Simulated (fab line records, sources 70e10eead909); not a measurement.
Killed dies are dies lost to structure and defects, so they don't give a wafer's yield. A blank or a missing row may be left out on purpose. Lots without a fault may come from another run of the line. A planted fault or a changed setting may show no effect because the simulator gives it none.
fab line records | flow nand_harc
record lots=24 wafers=72 last_day=33
route steps=1302 shown A_CONTACT@986
lots that met no fault: from a run of the same line without faults
start_h: hours from the record's first day to the start of the lot's first wafer shown | wait_h: hours since the lot's step before | " the same as in the row above | L1.1+2: a row that stands for several wafers | - no value, or no start given | * or withheld: withheld | < > ~ a bound
route shown NAME@n: a module of which the file shows steps, and the number in the route of the first | usual: mean/standard deviation of fault-free wafers | same: alike in all rows | chamber/n: place in a boat | sites: the reading at each site | _std_site: their standard deviation | _edge_site: outer sites' mean less inner sites' | radius_mm: how far each site lies from the wafer's centre | mask NAME#n: copy n | behind: the tool/chamber that last shaped the wafer | hold: why the lot was held/for how many hours/how that ended | device: the transistor (n, p or np) that didn't switch | end of line: the same wafers' tests at the end of the route | a step without rows: its recipe alone | killed: dies lost to structure and defects at the first sort, not the wafer's yield | map: a wafer's dies, x killed, . not, _ none there
set.NAME: the setting as run; set.NAME@STEP: as run at that earlier step | model.NAME: the simulator's own value behind a step, which no gauge read
steps of the route over a sample of lots; a table a step, a row a wafer
services: from which hour (start_h, from the record's first day; less than 0 if before it) a tool's chamber was out of use, for how many hours, and why
## steps
# step NHARC_A_CONTACT_DEP_29
# recipe target_thk_a=1000 target_thk_nm=100 temp_c=400 pressure_torr=3.5 flow_sccm=200 rf_w=350 material=SiON
# usual heater_power_outer_w=445/60 heater_power_w=716/82 susceptor_temp_C=400.01/0.2
# columns lot.wafer tool chamber start_h wait_h heater_power_outer_w heater_power_w susceptor_temp_C
L075.3 pecvd-04 1 504.03 2.2 456 792 400.18
L075.5 " 1 " " 467 792 399.88
L075.4 " 0 " " 454 727 400.35
L074.1 pecvd-04 1 505.06 3.6 421 715 399.94
L074.4 " 0 " " 455 763 400.27
L074.6 " 1 " " 422 727 399.82
L076.3 pecvd-02 1 513.08 2.2 395 639 399.67
L076.6 " 0 " " 473 750 400.08
L076.5 " 1 " " 413 638 399.84
L077.2 pecvd-02 1 536.85 2.8 455 683 399.54
L077.3 " 2 " " 489 750 400.12
L077.4 " 0 " " 512 836 400.09
L080.1 pecvd-03 1 538.56 3.7 334 538 399.78
L080.6 " 0 " " 432 699 400.24
L080.5 " 1 " " 321 562 399.85
L078.3 pecvd-04 1 542.03 2.2 445 747 400.12
L078.4 " 0 " " 405 681 400.21
L078.6 " 0 " " 406 681 399.83
L079.3 pecvd-02 2 548.66 2.2 542 811 400.13
L079.5 " 1 " " 435 659 400.36
L079.4 " 2 " " 544 823 400.22
L081.2 pecvd-02 0 557.28 2.9 516 838 400.10
L081.4 " 1 " " 462 696 400.08
L081.5 " 2 " " 559 860 400.32
L082.3 pecvd-02 1 572.39 2.2 442 692 399.78
L082.4 " 2 " " 501 741 400.30
L082.6 " 0 " " 536 831 399.76
L083.1 pecvd-04 0 572.96 3.6 467 790 400.04
L083.5 " 1 " " 396 667 400.08
L083.4 " 2 " " 430 705 399.93
L085.3 pecvd-04 2 593.02 2.2 410 697 400.52
L085.1 " 0 " " 392 667 400.49
L085.4 " 0 " " 391 670 400.12
L084.3 pecvd-03 2 597.19 2.1 341 579 400.22
L084.2 " 0 " " 436 728 399.99
L084.5 " 0 " " 445 738 399.99
L086.1 pecvd-02 1 611.96 3.5 424 682 400.38
L086.3 " 2 " " 565 873 400.16
L086.4 " 2 " " 557 861 400.26
L087.1 pecvd-04 2 626.77 3.6 504 823 399.92
L087.2 " 0 " " 485 776 399.87
L087.4 " 0 " " 483 788 399.80
L088.3 pecvd-03 0 626.90 2.2 385 637 399.79
L088.2 " 1 " " 357 573 400.04
L088.6 " 1 " " 369 579 400.34
L089.3 pecvd-02 0 633.29 2.2 445 704 400.19
L089.2 " 2 " " 539 831 399.86
L089.6 " 0 " " 450 721 400.01
L090.1 pecvd-02 1 642.32 3.6 415 641 399.83
L090.3 " 2 " " 554 822 399.87
L090.5 " 2 " " 572 860 399.83
L091.3 pecvd-02 1 673.87 2.2 387 615 399.68
L091.1 " 2 " " 472 722 399.90
L091.6 " 1 " " 388 620 400.05
L093.1 pecvd-04 2 685.23 3.6 401 645 399.92
L093.5 " 1 " " 425 728 399.73
L093.4 " 2 " " 404 684 399.79
L092.3 pecvd-02 0 685.67 2.2 514 810 400.01
L092.2 " 1 " " 458 686 400.24
L092.1 " 2 " " 548 833 400.02
L095.1 pecvd-04 2 699.68 3.6 395 671 400.08
L095.3 " 0 " " 416 695 399.96
L095.5 " 1 " " 471 786 400.11
L094.1 pecvd-03 2 700.16 3.5 390 674 399.59
L094.4 " 2 " " 300 544 400.01
L094.6 " 0 " " 357 621 400.08
L096.3 pecvd-02 2 703.91 2.2 483 730 399.96
L096.5 " 1 " " 390 605 400.14
L096.4 " 0 " " 490 783 399.80
L097.1 pecvd-03 2 723.42 3.7 361 609 399.96
L097.5 " 1 " " 339 554 399.64
L097.4 " 2 " " 358 623 399.91
# step NHARC_A_CONTACT_DESCUM_47
# recipe time_s=3 o2_flow_sccm=200 ar_flow_sccm=0 bias_power_w=0 chemistry=O2
# usual drypump_motor_current_A=5.6/0.4 oes_product_au=0.998/0.0074 rf_vpp_V=57.8/0.93 showerhead_plenum_p_Torr=1.90/0.059 throttle_valve_pct=11.311/0.0083
# columns lot.wafer tool chamber start_h wait_h drypump_motor_current_A oes_product_au rf_hours_counter_h rf_vpp_V showerhead_plenum_p_Torr throttle_valve_pct
L075.3 rie_diel-13 3 504.94 0.1 5.4 0.991 22 57.2 1.92 11.324
L075.4 " 0 " " 5.7 0.984 25 57.1 1.89 11.312
L075.5 " 3 " " 5.3 1.000 - 58.0 1.92 11.325
L074.4 rie_diel-05 3 505.83 0.1 6.3 0.997 24 56.5 2.01 11.320
L074.1 " 0 " " 5.9 0.996 26 57.4 1.78 11.299
L074.6 " 2 " " 4.7 0.987 - 56.9 1.89 11.321
L076.3 rie_diel-13 1 513.97 0.1 5.4 1.006 25 58.3 1.86 11.323
L076.5 " 1 " " 5.4 1.008 - 57.6 1.86 11.316
L076.6 " 2 " " 6.0 1.000 - 58.8 1.97 11.308
L077.4 rie_diel-13 3 537.64 0.1 5.3 0.993 0 58.2 1.92 11.306
L077.3 " 0 " " 5.7 1.000 0 57.7 1.89 11.320
L077.2 " 1 " " 5.4 0.997 0 56.9 1.86 11.308
L080.1 rie_diel-09 3 539.34 0.1 5.5 1.009 14 57.2 1.90 11.321
L080.5 " 0 " " 6.1 0.992 - 58.0 1.92 11.340
L080.6 " 1 " " 5.5 1.014 - 59.7 1.91 11.312
L078.4 rie_diel-09 2 542.95 0.1 5.8 1.008 14 56.7 1.80 11.302
L078.3 " 3 " " 5.5 0.996 15 57.6 1.90 11.315
L078.6 " 1 " " 5.5 1.005 - 57.2 1.91 11.308
L079.4 rie_diel-05 0 549.53 0.1 5.8 0.996 39 57.0 1.78 11.309
L079.3 " 2 " " 4.7 0.988 38 58.8 1.89 11.315
L079.5 " 1 " " 5.3 1.002 - 58.1 1.97 11.306
L081.2 rie_diel-13 1 558.00 0.1 5.4 1.010 4 58.0 1.86 11.311
L081.4 " 3 " " 5.4 0.999 3 58.9 1.91 11.305
L081.5 " 2 " " 6.1 0.987 - 59.9 1.97 11.308
L082.4 rie_diel-05 0 573.21 0.1 5.9 0.995 47 58.4 1.78 11.313
L082.3 " 1 " " 5.3 1.010 48 57.8 1.97 11.299
L082.6 " 0 " " 5.9 0.998 - 56.7 1.78 11.314
L083.4 rie_diel-13 2 573.87 0.1 6.1 0.996 7 59.6 1.97 11.324
L083.1 " 3 " " 5.4 1.003 7 56.7 1.91 11.326
L083.5 " 2 " " 6.0 0.989 - 59.7 1.97 11.303
L085.4 rie_diel-13 3 593.81 0.1 5.3 1.003 11 57.4 1.91 11.314
L085.3 " 0 " " 5.7 1.001 12 56.2 1.88 11.316
L085.1 " 1 " " 5.4 0.997 13 57.6 1.86 11.320
L084.3 rie_diel-05 1 597.94 0.1 5.3 1.010 0 56.6 1.96 11.330
L084.2 " 3 " " 6.3 0.998 0 58.5 2.00 11.317
L084.5 " 2 " " 4.7 0.991 - 59.2 1.88 11.299
L086.3 rie_diel-05 1 612.89 0.1 5.3 0.993 4 57.4 1.96 11.312
L086.1 " 3 " " 6.3 0.989 4 58.1 2.00 11.311
L086.4 " 0 " " 5.9 0.997 4 56.9 1.78 11.305
L087.2 rie_diel-05 1 627.66 0.1 5.3 0.997 7 58.5 1.96 11.311
L087.1 " 3 " " 6.3 0.994 6 58.8 2.00 11.304
L087.4 " 0 " " 5.9 1.001 7 56.8 1.77 11.302
L088.3 rie_diel-13 2 627.82 0.1 6.1 1.003 17 57.8 1.97 11.321
L088.2 " 0 " " 5.7 1.010 19 56.5 1.88 11.302
L088.6 " 3 " " 5.4 1.006 - 59.2 1.91 11.317
L089.3 rie_diel-09 1 634.21 0.1 5.5 0.993 34 57.1 1.90 11.320
L089.2 " 3 " " 5.5 0.996 38 56.2 1.89 11.316
L089.6 " 1 " " 5.5 1.004 - 58.0 1.90 11.317
L090.3 rie_diel-09 3 643.20 0.1 5.6 1.009 44 57.9 1.89 11.304
L090.1 " 0 " " 6.1 0.989 49 56.9 1.91 11.315
L090.5 " 3 " " 5.5 0.993 - 57.0 1.89 11.313
L091.3 rie_diel-05 0 674.76 0.1 5.8 1.009 27 57.7 1.77 11.308
L091.1 " 3 " " 6.4 1.004 20 58.7 1.99 11.315
L091.6 " 1 " " 5.3 0.998 - 57.6 1.95 11.306
L093.4 rie_diel-13 1 686.09 0.1 5.4 1.012 27 58.2 1.85 11.304
L093.1 " 3 " " 5.3 0.990 24 57.0 1.91 11.308
L093.5 " 1 " " 5.4 1.013 - 58.4 1.85 11.311
L092.2 rie_diel-13 3 686.58 0.1 5.3 1.001 24 58.5 1.91 11.314
L092.1 " 1 " " 5.4 1.012 27 56.7 1.85 11.317
L092.3 " 2 " " 6.0 0.993 24 57.5 1.97 11.309
L095.1 rie_diel-13 0 700.44 0.1 5.7 1.002 31 59.1 1.88 11.304
L095.3 " 1 " " 5.4 0.997 31 57.1 1.85 11.300
L095.5 " 1 " " 5.4 1.001 - 57.7 1.85 11.298
L094.4 rie_diel-13 0 701.04 0.1 5.7 1.003 31 57.7 1.88 11.303
L094.1 " 1 " " 5.4 1.003 31 58.2 1.85 11.315
L094.6 " 0 " " 5.7 0.996 - 57.7 1.88 11.320
L096.3 rie_diel-09 3 704.80 0.1 5.5 0.994 3 57.8 1.88 11.318
L096.4 " 0 " " 6.1 0.988 4 57.1 1.91 11.313
L096.5 " 2 " " 5.8 1.005 - 57.6 1.78 11.292
L097.4 rie_diel-13 1 724.28 0.1 5.4 1.000 2 60.3 1.85 11.325
L097.1 " 2 " " 6.0 0.999 2 57.4 1.96 11.320
L097.5 " 3 " " 5.4 0.996 - 58.2 1.90 11.316
# step NHARC_A_CONTACT_ETCH_122
# recipe source_w=withheld pressure_mtorr=20 bias_v=3000 time_s=190 target_depth_a=18500 ar_flow_sccm=withheld c4f8_flow_sccm=withheld o2_flow_sccm=withheld chemistry=C4F8/O2/Ar
# columns lot.wafer tool chamber start_h wait_h rf_hours_counter_h
L075.4 har_cap_etch-02 1 508.72 0.1 -
L075.3 " 0 " " -
L075.5 " 1 " " -
L074.1 har_cap_etch-03 0 510.25 0.2 47
L074.4 " 1 " " -
L074.6 " 0 " " -
L076.3 har_cap_etch-01 1 517.80 0.1 -
L076.6 " 0 " " -
L076.5 " 1 " " -
L077.2 har_cap_etch-02 0 541.40 0.1 94
L077.4 " 1 " " -
L077.3 " 0 " " -
L080.1 har_cap_etch-03 1 543.08 0.1 52
L080.5 " 0 " " -
L080.6 " 1 " " -
L078.4 har_cap_etch-01 1 547.43 0.2 -
L078.3 " 0 " " -
L078.6 " 0 " " -
L079.3 har_cap_etch-01 1 554.45 0.2 -
L079.4 " 0 " " -
L079.5 " 1 " " -
L081.2 har_cap_etch-02 1 561.75 0.1 98
L081.4 " 1 " " -
L081.5 " 0 " " -
L082.3 har_cap_etch-03 1 577.28 0.1 -
L082.4 " 0 " " -
L082.6 " 1 " " -
L083.1 har_cap_etch-02 0 577.62 0.1 104
L083.4 " 0 " " -
L083.5 " 0 " " -
L085.1 har_cap_etch-03 1 597.54 0.1 63
L085.4 " 1 " " -
L085.3 " 0 " " -
L084.2 har_cap_etch-03 1 601.70 0.1 66
L084.3 " 1 " " -
L084.5 " 1 " " -
L086.1 har_cap_etch-02 1 616.78 0.1 111
L086.4 " 1 " " -
L086.3 " 0 " " -
L088.2 har_cap_etch-02 1 631.66 0.1 113
L088.3 " 0 " " -
L088.6 " 1 " " -
L087.1 har_cap_etch-01 0 632.39 0.1 22
L087.2 " 1 " " 22
L087.4 " 1 " " -
L089.2 har_cap_etch-02 0 638.44 0.1 116
L089.3 " 0 " " -
L089.6 " 1 " " -
L090.1 har_cap_etch-02 1 647.00 0.1 118
L090.3 " 0 " " -
L090.5 " 0 " " -
L091.1 har_cap_etch-01 0 678.50 0.1 30
L091.3 " 0 " " -
L091.6 " 0 " " -
L093.1 har_cap_etch-03 1 689.86 0.1 77
L093.4 " 0 " " -
L093.5 " 1 " " -
L092.2 har_cap_etch-02 1 691.02 0.1 123
L092.1 " 0 " " 123
L092.3 " 1 " " -
L095.1 har_cap_etch-03 1 704.24 0.1 81
L095.3 " 1 " " -
L095.5 " 1 " " -
L094.1 har_cap_etch-02 0 705.53 0.1 127
L094.4 " 0 " " -
L094.6 " 0 " " -
L096.4 har_cap_etch-01 1 708.61 0.1 -
L096.3 " 0 " " -
L096.5 " 0 " " -
L097.1 har_cap_etch-02 1 728.01 0.1 132
L097.4 " 0 " " -
L097.5 " 0 " " -
# step NHARC_A_CONTACT_ETCH_102
# recipe target_depth_a=1000 overetch_a=100 time_s=55 ion_energy_ev=100 cf4_flow_sccm=80 o2_flow_sccm=20 ar_flow_sccm=0 rf_w=300 bias_w=100 chemistry=CF4/O2
# usual drypump_motor_current_A=5.6/0.38 oes_product_au=0.998/0.007 rf_vpp_V=197.7/1.1 showerhead_plenum_p_Torr=1.32/0.041 throttle_valve_pct=13.398/0.0092
# columns lot.wafer tool chamber start_h wait_h drypump_motor_current_A oes_product_au rf_hours_counter_h rf_vpp_V showerhead_plenum_p_Torr throttle_valve_pct
L075.4 rie_diel-13 1 510.33 0.1 5.4 1.003 25 197.0 1.30 13.396
L075.3 " 2 " " 6.0 1.005 22 199.9 1.38 13.400
L075.5 " 1 " " 5.4 1.008 - 197.5 1.30 13.395
L074.1 rie_diel-13 0 512.19 0.1 5.7 0.996 26 197.4 1.32 13.411
L074.4 " 1 " " 5.4 1.005 25 196.6 1.30 13.401
L074.6 " 2 " " 6.0 0.995 - 198.7 1.38 13.391
L076.3 rie_diel-09 1 519.38 0.1 5.5 1.005 2 196.4 1.33 13.406
L076.6 " 1 " " 5.5 0.997 - 198.6 1.33 13.398
L076.5 " 2 " " 5.8 0.995 - 196.4 1.26 13.395
L077.4 rie_diel-13 0 543.04 0.1 5.7 0.996 1 197.1 1.32 13.399
L077.3 " 2 " " 6.0 0.994 1 197.4 1.38 13.395
L077.2 " 3 " " 5.4 1.007 1 196.4 1.34 13.394
L080.1 rie_diel-13 1 544.73 0.1 5.4 0.996 2 197.1 1.30 13.389
L080.5 " 3 " " 5.4 1.002 - 198.2 1.34 13.406
L080.6 " 0 " " 5.7 1.013 - 199.1 1.32 13.408
L078.4 rie_diel-09 3 549.52 0.1 5.5 1.008 17 197.8 1.32 13.407
L078.3 " 1 " " 5.5 1.003 11 198.0 1.33 13.405
L078.6 " 2 " " 5.8 0.996 - 197.0 1.26 13.395
L079.4 rie_diel-05 0 556.26 0.1 5.8 0.991 40 195.6 1.24 13.410
L079.3 " 1 " " 5.3 1.000 42 198.8 1.37 13.388
L079.5 " 1 " " 5.3 1.005 - 198.8 1.37 13.408
L081.2 rie_diel-13 2 563.46 0.1 6.1 0.991 5 199.3 1.38 13.406
L081.4 " 0 " " 5.7 0.994 - 196.1 1.32 13.395
L081.5 " 1 " " 5.4 0.997 - 197.8 1.30 13.415
L082.4 rie_diel-13 2 578.96 0.1 6.0 0.986 8 198.6 1.37 13.394
L082.3 " 0 " " 5.7 0.990 10 198.4 1.31 13.398
L082.6 " 2 " " 6.0 0.987 - 198.1 1.37 13.396
L083.4 rie_diel-09 3 579.31 0.1 5.5 1.008 21 197.0 1.32 13.408
L083.1 " 2 " " 5.8 1.001 29 195.9 1.25 13.391
L083.5 " 3 " " 5.5 1.009 - 198.7 1.32 13.374
L085.1 rie_diel-13 0 599.44 0.1 5.7 0.991 14 198.0 1.31 13.389
L085.3 " 2 " " 6.0 0.989 13 198.9 1.37 13.393
L085.4 " 3 " " 5.4 1.009 13 197.9 1.33 13.372
L084.3 rie_diel-13 2 603.37 0.1 6.0 1.001 13 200.1 1.37 13.420
L084.2 " 0 " " 5.7 0.998 14 198.6 1.31 13.401
L084.5 " 1 " " 5.4 1.000 - 199.8 1.30 13.390
L086.3 rie_diel-05 2 618.47 0.1 4.7 0.986 4 197.8 1.32 13.397
L086.4 " 3 " " 6.3 0.996 5 199.0 1.39 13.404
L086.1 " 0 " " 5.8 0.990 6 195.6 1.24 13.408
L088.3 rie_diel-05 3 633.32 0.1 6.3 0.997 9 199.5 1.39 13.403
L088.2 " 0 " " 5.8 1.001 10 195.9 1.24 13.403
L088.6 " 3 " " 6.3 1.002 - 200.4 1.39 13.396
L087.1 rie_diel-13 2 634.08 0.1 6.1 1.010 18 199.1 1.37 13.394
L087.4 " 3 " " 5.4 1.005 19 197.3 1.33 13.396
L087.2 " 1 " " 5.4 1.007 21 196.7 1.29 13.409
L089.3 rie_diel-13 1 640.63 0.1 5.4 1.003 23 198.3 1.29 13.399
L089.2 " 3 " " 5.3 0.996 20 198.4 1.33 13.397
L089.6 " 1 " " 5.4 1.003 - 197.6 1.29 13.397
L090.3 rie_diel-13 1 648.65 0.0 5.4 1.006 24 197.5 1.29 13.392
L090.1 " 3 " " 5.4 1.006 21 198.7 1.33 13.388
L090.5 " 1 " " 5.3 0.996 - 197.7 1.29 13.407
L091.3 rie_diel-05 0 680.18 0.1 5.8 1.000 29 196.4 1.24 13.400
L091.1 " 1 " " 5.3 1.001 29 198.0 1.36 13.413
L091.6 " 2 " " 4.7 0.999 - 196.9 1.31 13.395
L093.1 rie_diel-09 0 691.49 0.1 6.1 0.980 1 197.1 1.33 13.408
L093.4 " 2 " " 5.8 1.006 0 196.6 1.25 13.378
L093.5 " 3 " " 5.5 0.984 - 198.2 1.32 13.393
L092.2 rie_diel-05 0 692.73 0.1 5.8 0.986 34 196.4 1.23 13.413
L092.3 " 1 " " 5.3 0.993 33 199.3 1.36 13.404
L092.1 " 2 " " 4.7 0.990 32 196.9 1.31 13.397
L095.1 rie_diel-05 0 706.07 0.1 5.8 0.994 38 195.8 1.23 13.401
L095.3 " 1 " " 5.3 0.997 37 197.3 1.36 13.396
L095.5 " 3 " " 6.3 1.003 - 198.9 1.39 13.381
L094.1 rie_diel-09 1 711.32 0.3 5.5 1.005 9 197.5 1.32 13.406
L094.4 " 2 " " 5.8 0.996 9 195.5 1.25 13.401
L094.6 " 1 " " 5.5 0.991 - 198.4 1.32 13.401
L096.3 rie_diel-09 3 712.09 0.0 5.5 0.994 7 196.5 1.31 13.391
L096.4 " 2 " " 5.8 1.016 9 196.0 1.24 13.389
L096.5 " 3 " " 5.5 0.999 - 198.2 1.31 13.399
L097.4 rie_diel-13 3 729.65 0.1 5.4 1.002 4 196.4 1.33 13.397
L097.1 " 2 " " 6.0 0.989 3 198.2 1.37 13.401
L097.5 " 3 " " 5.3 0.996 - 197.6 1.33 13.408
# step NHARC_A_CONTACT_INSPECT_71
# usual raw_defect_count=87/33
# columns lot.wafer tool chamber start_h wait_h raw_defect_count
L075.3 defect_inspect-02 - 518.46 0.0 112
L075.4 " - " " 105
L075.5 " - " " 102
L074.1 defect_inspect-02 - 518.98 0.0 43
L074.4 " - " " 55
L074.6 " - " " 48
L076.3 defect_inspect-01 - 524.15 0.0 159
L076.5 " - " " 164
L076.6 " - " " 166
L077.2 defect_inspect-01 - 547.77 0.0 31
L077.3 " - " " 17
L077.4 " - " " 26
L080.1 defect_inspect-01 - 549.54 0.0 96
L080.5 " - " " 100
L080.6 " - " " 107
L078.3 defect_inspect-01 - 560.31 0.0 153
L078.4 " - " " 163
L078.6 " - " " 158
L079.3 defect_inspect-02 - 567.13 0.0 90
L079.4 " - " " 127
L079.5 " - " " 98
L081.2 defect_inspect-01 - 570.47 0.0 81
L081.4 " - " " 89
L081.5 " - " " 91
L082.3 defect_inspect-02 - 583.68 0.0 82
L082.4 " - " " 82
L082.6 " - " " 81
L083.1 defect_inspect-01 - 584.68 0.0 90
L083.4 " - " " 85
L083.5 " - " " 73
L085.1 defect_inspect-02 - 604.13 0.0 79
L085.3 " - " " 90
L085.4 " - " " 83
L084.2 defect_inspect-01 - 608.11 0.0 80
L084.3 " - " " 76
L084.5 " - " " 91
L086.1 defect_inspect-01 - 623.32 0.0 71
L086.3 " - " " 55
L086.4 " - " " 88
L088.2 defect_inspect-01 - 638.86 0.0 133
L088.3 " - " " 152
L088.6 " - " " 145
L087.1 defect_inspect-02 - 639.23 0.0 98
L087.2 " - " " 74
L087.4 " - " " 94
L089.2 defect_inspect-02 - 646.31 0.0 20
L089.3 " - " " 19
L089.6 " - " " 26
L090.1 defect_inspect-02 - 653.41 0.0 72
L090.3 " - " " 86
L090.5 " - " " 89
L091.1 defect_inspect-02 - 689.72 0.0 74
L091.3 " - " " 83
L091.6 " - " " 70
L093.1 defect_inspect-01 - 696.25 0.0 77
L093.4 " - " " 89
L093.5 " - " " 79
L092.1 defect_inspect-02 - 698.83 0.0 76
L092.2 " - " " 83
L092.3 " - " " 83
L095.1 defect_inspect-01 - 710.86 0.0 67
L095.3 " - " " 79
L095.5 " - " " 75
L094.1 defect_inspect-02 - 716.19 0.0 96
L094.4 " - " " 69
L094.6 " - " " 79
L096.3 defect_inspect-01 - 716.86 0.0 87
L096.4 " - " " 68
L096.5 " - " " 54
L097.1 defect_inspect-02 - 736.56 0.0 103
L097.4 " - " " 99
L097.5 " - " " 95
# step NHARC_A_CONTACT_ETCH_131
# recipe source_w=withheld pressure_mtorr=20 bias_v=3000 time_s=197 target_depth_a=19180 ar_flow_sccm=withheld c4f8_flow_sccm=withheld o2_flow_sccm=withheld chemistry=C4F8/O2/Ar
# columns lot.wafer tool chamber start_h wait_h rf_hours_counter_h
L075.3 har_cap_etch-02 0 521.38 0.1 -
L075.4 " 1 " " -
L075.5 " 0 " " -
L074.1 har_cap_etch-03 0 521.89 0.1 48
L074.4 " 1 " " -
L074.6 " 1 " " -
L076.3 har_cap_etch-01 1 527.08 0.1 -
L076.6 " 1 " " -
L076.5 " 0 " " -
L077.2 har_cap_etch-02 1 551.13 0.2 96
L077.4 " 1 " " -
L077.3 " 0 " " -
L080.1 har_cap_etch-03 1 552.45 0.1 54
L080.5 " 0 " " -
L080.6 " 1 " " -
L078.3 har_cap_etch-03 0 563.22 0.1 -
L078.4 " 1 " " -
L078.6 " 1 " " -
L079.3 har_cap_etch-03 1 570.11 0.1 -
L079.4 " 0 " " -
L079.5 " 1 " " -
L081.2 har_cap_etch-02 0 573.75 0.1 101
L081.4 " 0 " " -
L081.5 " 1 " " -
L082.3 har_cap_etch-02 0 586.60 0.1 -
L082.4 " 1 " " -
L082.6 " 1 " " -
L083.1 har_cap_etch-01 1 588.05 0.2 15
L083.4 " 0 " " -
L083.5 " 1 " " -
L085.1 har_cap_etch-02 0 606.99 0.1 109
L085.4 " 0 " " -
L085.3 " 1 " " -
L084.2 har_cap_etch-01 0 611.32 0.1 18
L084.3 " 1 " " -
L084.5 " 0 " " -
L086.1 har_cap_etch-03 1 626.23 0.1 69
L086.4 " 0 " " -
L086.3 " 1 " " -
L088.2 har_cap_etch-01 0 641.73 0.1 24
L088.3 " 0 " " -
L088.6 " 0 " " -
L087.1 har_cap_etch-03 1 642.12 0.1 72
L087.2 " 0 " " 72
L087.4 " 1 " " -
L089.2 har_cap_etch-01 0 649.21 0.1 25
L089.3 " 1 " " -
L089.6 " 1 " " -
L090.1 har_cap_etch-01 0 656.27 0.1 27
L090.3 " 0 " " -
L090.5 " 1 " " -
L091.1 har_cap_etch-01 0 692.58 0.1 31
L091.3 " 1 " " -
L091.6 " 0 " " -
L093.1 har_cap_etch-03 1 699.11 0.1 79
L093.4 " 1 " " -
L093.5 " 0 " " -
L092.1 har_cap_etch-02 1 701.70 0.1 125
L092.2 " 0 " " 125
L092.3 " 0 " " -
L095.1 har_cap_etch-01 1 715.04 0.1 37
L095.3 " 0 " " -
L095.5 " 1 " " -
L094.1 har_cap_etch-03 0 719.04 0.1 84
L094.4 " 0 " " -
L094.6 " 0 " " -
L096.4 har_cap_etch-02 1 719.80 0.1 -
L096.3 " 0 " " -
L096.5 " 0 " " -
L097.1 har_cap_etch-02 0 742.23 0.1 134
L097.4 " 0 " " -
L097.5 " 1 " " -
## services
# columns tool chamber start_h hours kind
rie_diel-13 0 481.75 - clean
har_cap_etch-01 - 497.00 17.0 pm
rie_diel-09 - 497.19 9.0 pm
pecvd-02 1 514.53 3.2 repair
har_cap_etch-02 - 516.00 0.9 repair
rie_diel-13 - 526.35 9.0 pm
rie_diel-09 3 560.62 8.5 repair
rie_diel-13 3 562.61 3.0 repair
pecvd-02 - 564.00 3.3 repair
pecvd-03 - 565.96 13.0 pm
rie_diel-09 1 566.46 6.7 repair
rie_diel-13 2 569.99 3.3 repair
rie_diel-05 - 587.88 9.0 pm
pecvd-02 - 589.38 13.0 pm
pecvd-02 - 627.41 1.7 repair
rie_diel-09 2 631.50 4.8 repair
pecvd-04 - 631.51 13.0 pm
pecvd-02 - 645.17 0.7 repair
rie_diel-09 - 674.19 9.0 pm
rie_diel-05 2 693.72 16.0 repair
rie_diel-13 - 703.35 9.0 pm
pecvd-03 1 714.95 2.0 repair
pecvd-03 2 719.15 2.3 repair
har_cap_etch-03 - 725.51 1.7 repair
## key
fault none
